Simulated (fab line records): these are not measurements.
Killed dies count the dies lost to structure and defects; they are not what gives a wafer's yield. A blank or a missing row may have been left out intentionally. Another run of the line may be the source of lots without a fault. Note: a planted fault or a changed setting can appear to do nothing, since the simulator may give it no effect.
Which tool is to blame? :: flow n5Finfet :: 9 lots, 27 wafers sampled, at 7 steps of a route of 1938

== WHAT THE GAUGES READ, wafer by wafer ==
N5_DUMMY_GATE_THK_MEAS_05. Usual: thkNm reads 71.6 nm (standard deviation 1).
lot: L367
measured: day 3 01:28
on: filmMetro-01
thkNm (nm): 72.7 72.2 72.5
flag: 

lot: L369
measured: day 3 12:22
on: filmMetro-01
thkNm (nm): 71.8 72.0 72.2
flag: 

lot: L370
measured: day 3 18:39
on: filmMetro-02
thkNm (nm): 72.1 73.0 72.2
flag: 

lot: L373
measured: day 4 17:27
on: filmMetro-01
thkNm (nm): 70.4 72.6 71.5
flag: 

lot: L376
measured: day 5 06:49
on: filmMetro-02
thkNm (nm): 73.5 72.4 72.5
flag: 

lot: L381
measured: day 6 14:47
on: filmMetro-02
thkNm (nm): 69.3 70.4 96.2
flag: OFF

lot: L383
measured: day 7 00:44
on: filmMetro-01
thkNm (nm): 73.2 71.4 73.5
flag: 

lot: L387
measured: day 7 22:07
on: filmMetro-02
thkNm (nm): 72.6 72.5 72.6
flag: 

lot: L388
measured: day 8 06:26
on: filmMetro-01
thkNm (nm): 70.8 71.3 71.5
flag: 

N5_SDB_THK_MEAS_31. Usual: SDB_THK typically reads 63.9 nm, with standard deviation 1.
lot: L367
measured: day 4 05:32
on: filmMetro-01
SDB_THK (nm): 65.1 64.3 64.7
flag: 

lot: L369
measured: day 4 17:43
on: filmMetro-01
SDB_THK (nm): 64.1 64.2 64.3
flag: 

lot: L370
measured: day 4 22:17
on: filmMetro-02
SDB_THK (nm): 64.3 65.2 64.5
flag: 

lot: L373
measured: day 5 22:08
on: filmMetro-01
SDB_THK (nm): 62.7 64.9 63.7
flag: 

lot: L376
measured: day 6 10:09
on: filmMetro-01
SDB_THK (nm): 65.8 64.6 64.8
flag: 

lot: L381
measured: day 7 18:14
on: filmMetro-02
SDB_THK (nm): 61.4 62.6 88.5
flag: OFF

lot: L383
measured: day 8 03:26
on: filmMetro-02
SDB_THK (nm): 65.4 63.7 65.7
flag: 

lot: L387
measured: day 9 03:04
on: filmMetro-02
SDB_THK (nm): 64.9 64.7 64.9
flag: 

lot: L388
measured: day 9 10:58
on: filmMetro-02
SDB_THK (nm): 63.0 63.5 63.8
flag: 

== EACH LOT AND THE TOOL THAT RAN IT (in order: tool; ch and the chambers of the sampled wafers; start) ==
lot: L367
N5_STI_FIN_REVEAL_DENSIFY_30: rtpAnneal-01 ch 0, day 2 17:52
N5_STI_FIN_REVEAL_ETCHBACK_08: rieDiel-03 ch 1,3, day 2 18:13
N5_STI_FIN_REVEAL_STRIP_24: rieDiel-03 ch 1,3, day 2 18:15
N5_DUMMY_GATE_CMP_04: cmp-04 ch 1,3, day 3 01:13
N5_DUMMY_GATE_ETCH_44: rieSi-04 ch 0,1,3, day 3 06:55

lot: L369
N5_STI_FIN_REVEAL_DENSIFY_30: rtpAnneal-02 ch 0, day 3 04:46
N5_STI_FIN_REVEAL_ETCHBACK_08: rieDiel-01 ch 1,3, day 3 05:02
N5_STI_FIN_REVEAL_STRIP_24: rieDiel-01 ch 1,3, day 3 05:05
N5_DUMMY_GATE_CMP_04: cmp-03 ch 2,3, day 3 12:10
N5_DUMMY_GATE_ETCH_44: rieSi-05 ch 0,2, day 3 17:33

lot: L370
N5_STI_FIN_REVEAL_DENSIFY_30: rtpAnneal-01 ch 0, day 3 11:02
N5_STI_FIN_REVEAL_ETCHBACK_08: rieDiel-01 ch 0,2, day 3 11:21
N5_STI_FIN_REVEAL_STRIP_24: rieDiel-01 ch 0,2, day 3 11:23
N5_DUMMY_GATE_CMP_04: cmp-01 ch 1,2,3, day 3 18:28
N5_DUMMY_GATE_ETCH_44: rieSi-02 ch 1,3, day 3 23:58

lot: L373
N5_STI_FIN_REVEAL_DENSIFY_30: rtpAnneal-01 ch 0, day 4 09:56
N5_STI_FIN_REVEAL_ETCHBACK_08: rieDiel-03 ch 0,1,2, day 4 10:04
N5_STI_FIN_REVEAL_STRIP_24: rieDiel-03 ch 0,1,2, day 4 10:05
N5_DUMMY_GATE_CMP_04: cmp-01 ch 1,2,3, day 4 17:18
N5_DUMMY_GATE_ETCH_44: rieSi-05 ch 0,1,3, day 5 00:37

lot: L376
N5_STI_FIN_REVEAL_DENSIFY_30: rtpAnneal-01 ch 0, day 4 23:16
N5_STI_FIN_REVEAL_ETCHBACK_08: rieDiel-03 ch 1,2, day 4 23:29
N5_STI_FIN_REVEAL_STRIP_24: rieDiel-03 ch 1,2, day 4 23:31
N5_DUMMY_GATE_CMP_04: cmp-04 ch 0,1, day 5 06:35
N5_DUMMY_GATE_ETCH_44: rieSi-05 ch 0,2, day 5 12:47

lot: L381
N5_STI_FIN_REVEAL_DENSIFY_30: rtpAnneal-01 ch 0, day 6 04:34
N5_STI_FIN_REVEAL_ETCHBACK_08: rieDiel-03 ch 0,1,2, day 6 04:47
N5_STI_FIN_REVEAL_STRIP_24: rieDiel-03 ch 0,1,2, day 6 04:49
N5_DUMMY_GATE_CMP_04: cmp-04 ch 0,2,3, day 6 14:32
N5_DUMMY_GATE_ETCH_44: rieSi-05 ch 0,3, day 6 20:19

lot: L383
N5_STI_FIN_REVEAL_DENSIFY_30: rtpAnneal-01 ch 0, day 6 16:42
N5_STI_FIN_REVEAL_ETCHBACK_08: rieDiel-05 ch 1,2, day 6 16:53
N5_STI_FIN_REVEAL_STRIP_24: rieDiel-05 ch 1,2, day 6 16:55
N5_DUMMY_GATE_CMP_04: cmp-03 ch 0,2,3, day 7 00:30
N5_DUMMY_GATE_ETCH_44: rieSi-05 ch 0,2,3, day 7 06:02

lot: L387
N5_STI_FIN_REVEAL_DENSIFY_30: rtpAnneal-02 ch 0, day 7 14:41
N5_STI_FIN_REVEAL_ETCHBACK_08: rieDiel-03 ch 0,1,2, day 7 14:53
N5_STI_FIN_REVEAL_STRIP_24: rieDiel-03 ch 0,1,2, day 7 14:56
N5_DUMMY_GATE_CMP_04: cmp-01 ch 0,2,3, day 7 21:55
N5_DUMMY_GATE_ETCH_44: rieSi-02 ch 2,3, day 8 03:21

lot: L388
N5_STI_FIN_REVEAL_DENSIFY_30: rtpAnneal-01 ch 0, day 7 22:40
N5_STI_FIN_REVEAL_ETCHBACK_08: rieDiel-01 ch 0,1,3, day 7 22:54
N5_STI_FIN_REVEAL_STRIP_24: rieDiel-01 ch 0,1,3, day 7 22:56
N5_DUMMY_GATE_CMP_04: cmp-01 ch 2,3, day 8 06:11
N5_DUMMY_GATE_ETCH_44: rieSi-04 ch 1,2, day 8 12:06
- N5_STI_FIN_REVEAL_DENSIFY_30
- N5_STI_FIN_REVEAL_ETCHBACK_08: etches SiO2 in C4F6/O2, target depth 30.5 nm, time 10.167 s.
- N5_STI_FIN_REVEAL_STRIP_24: strips in N2/H2, time 90 s.
- N5_DUMMY_GATE_CMP_04: polishes a-Si.
- N5_DUMMY_GATE_ETCH_44: etches poly-Si in HBr/O2, stops on SiO2, target depth 127.5 nm.

== WHAT THE TOOLS THEMSELVES READ (means of the sampled wafers that have a number; where no wafer has one, the mark that the record gives instead) ==
N5_STI_FIN_REVEAL_DENSIFY_30. Usual: lampPowerPct 11.53 %, standard deviation 0.056; lamp_zone_5_pct 11.533 %, standard deviation 0.019; lamp_zone_6_pct 11.449 %, standard deviation 0.019.
lot: L367
tool: rtpAnneal-01
lampPowerPct (%): 11.53
lamp_zone_5_pct (%): 11.558
lamp_zone_6_pct (%): 11.464
flag: 

lot: L369
tool: rtpAnneal-02
lampPowerPct (%): 11.53
lamp_zone_5_pct (%): 11.548
lamp_zone_6_pct (%): 11.449
flag: 

lot: L370
tool: rtpAnneal-01
lampPowerPct (%): 11.56
lamp_zone_5_pct (%): 11.523
lamp_zone_6_pct (%): 11.457
flag: 

lot: L373
tool: rtpAnneal-01
lampPowerPct (%): 11.50
lamp_zone_5_pct (%): 11.525
lamp_zone_6_pct (%): 11.443
flag: 

lot: L376
tool: rtpAnneal-01
lampPowerPct (%): 11.56
lamp_zone_5_pct (%): 11.549
lamp_zone_6_pct (%): 11.433
flag: 

lot: L381
tool: rtpAnneal-01
lampPowerPct (%): 11.48
lamp_zone_5_pct (%): 11.519
lamp_zone_6_pct (%): 11.443
flag: 

lot: L383
tool: rtpAnneal-01
lampPowerPct (%): 11.49
lamp_zone_5_pct (%): 11.523
lamp_zone_6_pct (%): 11.451
flag: 

lot: L387
tool: rtpAnneal-02
lampPowerPct (%): 11.53
lamp_zone_5_pct (%): 11.517
lamp_zone_6_pct (%): 11.435
flag: 

lot: L388
tool: rtpAnneal-01
lampPowerPct (%): 11.55
lamp_zone_5_pct (%): 11.549
lamp_zone_6_pct (%): 11.441
flag: 

N5_STI_FIN_REVEAL_ETCHBACK_08. Usual: drypumpMotorCurrentA 5.7 A, standard deviation 0.51; oesProductAu 0.77 a.u., standard deviation 0.075; rfFwdPowerW 340.8 W, standard deviation 1.4; rfVppV 661 V, standard deviation 13; showerheadPlenumPTorr 2.85 Torr, standard deviation 0.11; throttleValvePct 21.18 %, standard deviation 0.21.
lot: L367
tool: rieDiel-03
drypumpMotorCurrentA (A): 5.5
oesProductAu (a.u.): 0.83
rfFwdPowerW (W): 342.6
rfVppV (V): 649
showerheadPlenumPTorr (Torr): 2.93
throttleValvePct (%): 21.13
flag: 

lot: L369
tool: rieDiel-01
drypumpMotorCurrentA (A): 5.6
oesProductAu (a.u.): 0.75
rfFwdPowerW (W): 339.4
rfVppV (V): 654
showerheadPlenumPTorr (Torr): 2.82
throttleValvePct (%): 21.20
flag: 

lot: L370
tool: rieDiel-01
drypumpMotorCurrentA (A): 5.7
oesProductAu (a.u.): 0.74
rfFwdPowerW (W): 340.8
rfVppV (V): 664
showerheadPlenumPTorr (Torr): 2.80
throttleValvePct (%): 21.42
flag: 

lot: L373
tool: rieDiel-03
drypumpMotorCurrentA (A): 5.7
oesProductAu (a.u.): 0.78
rfFwdPowerW (W): 340.9
rfVppV (V): 668
showerheadPlenumPTorr (Torr): 2.98
throttleValvePct (%): 21.32
flag: 

lot: L376
tool: rieDiel-03
drypumpMotorCurrentA (A): 6.2
oesProductAu (a.u.): 0.84
rfFwdPowerW (W): 341.6
rfVppV (V): 666
showerheadPlenumPTorr (Torr): 3.01
throttleValvePct (%): 21.25
flag: 

lot: L381
tool: rieDiel-03
drypumpMotorCurrentA (A): 5.7
oesProductAu (a.u.): 0.77
rfFwdPowerW (W): 340.6
rfVppV (V): 668
showerheadPlenumPTorr (Torr): 2.97
throttleValvePct (%): 21.33
flag: 

lot: L383
tool: rieDiel-05
drypumpMotorCurrentA (A): 5.2
oesProductAu (a.u.): 0.71
rfFwdPowerW (W): 340.5
rfVppV (V): 674
showerheadPlenumPTorr (Torr): 2.77
throttleValvePct (%): 21.15
flag: 

lot: L387
tool: rieDiel-03
drypumpMotorCurrentA (A): 5.7
oesProductAu (a.u.): 0.76
rfFwdPowerW (W): 340.2
rfVppV (V): 667
showerheadPlenumPTorr (Torr): 2.97
throttleValvePct (%): 21.35
flag: 

lot: L388
tool: rieDiel-01
drypumpMotorCurrentA (A): 5.5
oesProductAu (a.u.): 0.87
rfFwdPowerW (W): 340.8
rfVppV (V): 655
showerheadPlenumPTorr (Torr): 2.79
throttleValvePct (%): 21.16
flag: 

N5_STI_FIN_REVEAL_STRIP_24. Usual: drypumpMotorCurrentA 5.7 A, standard deviation 0.51; oesProductAu 0.77 a.u., standard deviation 0.077; rfVppV 45.2 V, standard deviation 0.91; showerheadPlenumPTorr 3.37 Torr, standard deviation 0.14; throttleValvePct 12.20 %, standard deviation 0.21.
lot: L367
tool: rieDiel-03
drypumpMotorCurrentA (A): 5.5
oesProductAu (a.u.): 0.85
rfVppV (V): 45.2
showerheadPlenumPTorr (Torr): 3.47
throttleValvePct (%): 12.16
flag: 

lot: L369
tool: rieDiel-01
drypumpMotorCurrentA (A): 5.6
oesProductAu (a.u.): 0.74
rfVppV (V): 44.8
showerheadPlenumPTorr (Torr): 3.31
throttleValvePct (%): 12.14
flag: 

lot: L370
tool: rieDiel-01
drypumpMotorCurrentA (A): 5.7
oesProductAu (a.u.): 0.74
rfVppV (V): 45.4
showerheadPlenumPTorr (Torr): 3.31
throttleValvePct (%): 12.41
flag: 

lot: L373
tool: rieDiel-03
drypumpMotorCurrentA (A): 5.7
oesProductAu (a.u.): 0.79
rfVppV (V): 45.9
showerheadPlenumPTorr (Torr): 3.53
throttleValvePct (%): 12.33
flag: 

lot: L376
tool: rieDiel-03
drypumpMotorCurrentA (A): 6.3
oesProductAu (a.u.): 0.83
rfVppV (V): 44.9
showerheadPlenumPTorr (Torr): 3.56
throttleValvePct (%): 12.27
flag: 

lot: L381
tool: rieDiel-03
drypumpMotorCurrentA (A): 5.7
oesProductAu (a.u.): 0.77
rfVppV (V): 45.8
showerheadPlenumPTorr (Torr): 3.52
throttleValvePct (%): 12.37
flag: 

lot: L383
tool: rieDiel-05
drypumpMotorCurrentA (A): 5.2
oesProductAu (a.u.): 0.71
rfVppV (V): 44.3
showerheadPlenumPTorr (Torr): 3.29
throttleValvePct (%): 12.34
flag: 

lot: L387
tool: rieDiel-03
drypumpMotorCurrentA (A): 5.7
oesProductAu (a.u.): 0.75
rfVppV (V): 46.6
showerheadPlenumPTorr (Torr): 3.52
throttleValvePct (%): 12.41
flag: 

lot: L388
tool: rieDiel-01
drypumpMotorCurrentA (A): 5.5
oesProductAu (a.u.): 0.86
rfVppV (V): 45.1
showerheadPlenumPTorr (Torr): 3.28
throttleValvePct (%): 11.97
flag: 

N5_DUMMY_GATE_CMP_04. Usual: motorCurrentA 10.5 A, standard deviation 0.87; padLifeWafers 1040, standard deviation 440; retainingRingPressureFrac 0.999, standard deviation 0.0049; timeToEndpointS 12.8 s, standard deviation 1.8.
lot: L367
tool: cmp-04
motorCurrentA (A): 9.9
padLifeWafers: 739
retainingRingPressureFrac: 0.996
timeToEndpointS (s): 12.5
flag: 

lot: L369
tool: cmp-03
motorCurrentA (A): 10.1
padLifeWafers: 272
retainingRingPressureFrac: 0.996
timeToEndpointS (s): 14.7
flag: 

lot: L370
tool: cmp-01
motorCurrentA (A): 10.6
padLifeWafers: 626
retainingRingPressureFrac: 1.002
timeToEndpointS (s): 13.2
flag: 

lot: L373
tool: cmp-01
motorCurrentA (A): 10.4
padLifeWafers: 813
retainingRingPressureFrac: 1.000
timeToEndpointS (s): 13.4
flag: 

lot: L376
tool: cmp-04
motorCurrentA (A): 9.6
padLifeWafers: 1172
retainingRingPressureFrac: 0.996
timeToEndpointS (s): 12.0
flag: 

lot: L381
tool: cmp-04
motorCurrentA (A): 11.2
padLifeWafers: 1448
retainingRingPressureFrac: 1.000
timeToEndpointS (s): 13.5
flag: 

lot: L383
tool: cmp-03
motorCurrentA (A): 10.3
padLifeWafers: 937
retainingRingPressureFrac: 0.997
timeToEndpointS (s): 13.6
flag: 

lot: L387
tool: cmp-01
motorCurrentA (A): 10.8
padLifeWafers: 1238
retainingRingPressureFrac: 0.999
timeToEndpointS (s): 13.1
flag: 

lot: L388
tool: cmp-01
motorCurrentA (A): 10.8
padLifeWafers: 1302
retainingRingPressureFrac: 0.996
timeToEndpointS (s): 11.0
flag: 

N5_DUMMY_GATE_ETCH_44. Usual: drypumpMotorCurrentA 5.9 A, standard deviation 0.55; oesProductAu 0.727 a.u., standard deviation 0.016; rfFwdPowerW 398.1 W, standard deviation 1.3; throttleValvePct 18.42 %, standard deviation 0.2.
lot: L367
tool: rieSi-04
drypumpMotorCurrentA (A): 6.1
oesProductAu (a.u.): 0.733
rfFwdPowerW (W): 398.2
throttleValvePct (%): 18.47
flag: 

lot: L369
tool: rieSi-05
drypumpMotorCurrentA (A): 5.6
oesProductAu (a.u.): 0.731
rfFwdPowerW (W): 398.8
throttleValvePct (%): 18.33
flag: 

lot: L370
tool: rieSi-02
drypumpMotorCurrentA (A): 5.4
oesProductAu (a.u.): 0.745
rfFwdPowerW (W): 397.8
throttleValvePct (%): 18.65
flag: 

lot: L373
tool: rieSi-05
drypumpMotorCurrentA (A): 5.9
oesProductAu (a.u.): 0.730
rfFwdPowerW (W): 399.2
throttleValvePct (%): 18.47
flag: 

lot: L376
tool: rieSi-05
drypumpMotorCurrentA (A): 5.6
oesProductAu (a.u.): 0.729
rfFwdPowerW (W): 399.7
throttleValvePct (%): 18.34
flag: 

lot: L381
tool: rieSi-05
drypumpMotorCurrentA (A): 5.7
oesProductAu (a.u.): 0.750
rfFwdPowerW (W): 398.3
throttleValvePct (%): 18.51
flag: 

lot: L383
tool: rieSi-05
drypumpMotorCurrentA (A): 6.1
oesProductAu (a.u.): 0.731
rfFwdPowerW (W): 398.1
throttleValvePct (%): 18.35
flag: 

lot: L387
tool: rieSi-02
drypumpMotorCurrentA (A): 5.8
oesProductAu (a.u.): 0.732
rfFwdPowerW (W): 398.7
throttleValvePct (%): 18.39
flag: 

lot: L388
tool: rieSi-04
drypumpMotorCurrentA (A): 6.2
oesProductAu (a.u.): 0.712
rfFwdPowerW (W): 396.4
throttleValvePct (%): 18.23
flag: 

== THE ANSWER, worked out from the rows above alone ==
Rule: lot off if the mean of its wafers having a number is beyond 3 standard deviations from the usual mean. Also off: a lot with no number at a reading for which 4 or more lots have one. Any other lot the step has rows for is counted as sound. Order of review: gauges by route order, followed by the tools' own readings, for which a lot's mean as printed above is used. At the first step where some lot is off, the reading lying furthest off is the one used; lots without a number count as furthest.
Off at N5_DUMMY_GATE_THK_MEAS_05 (thkNm): L381.
A tool fits if, at a process step before that reading, it ran every lot that is off, and no sound lot after the first of them. Gauges at N5_DUMMY_GATE_THK_MEAS_05: tried the same way as those tools. One fits: cmp-04 at N5_DUMMY_GATE_CMP_04. Its last sound lot is L376 (day 5 06:35), its first lot that is off L381 (day 6 14:32): a fault that began between those two fits.

== WHAT THE SIMULATOR HAD INSERTED ==
cmp-04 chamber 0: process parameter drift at N5_DUMMY_GATE_CMP_04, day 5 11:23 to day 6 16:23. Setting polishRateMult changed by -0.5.
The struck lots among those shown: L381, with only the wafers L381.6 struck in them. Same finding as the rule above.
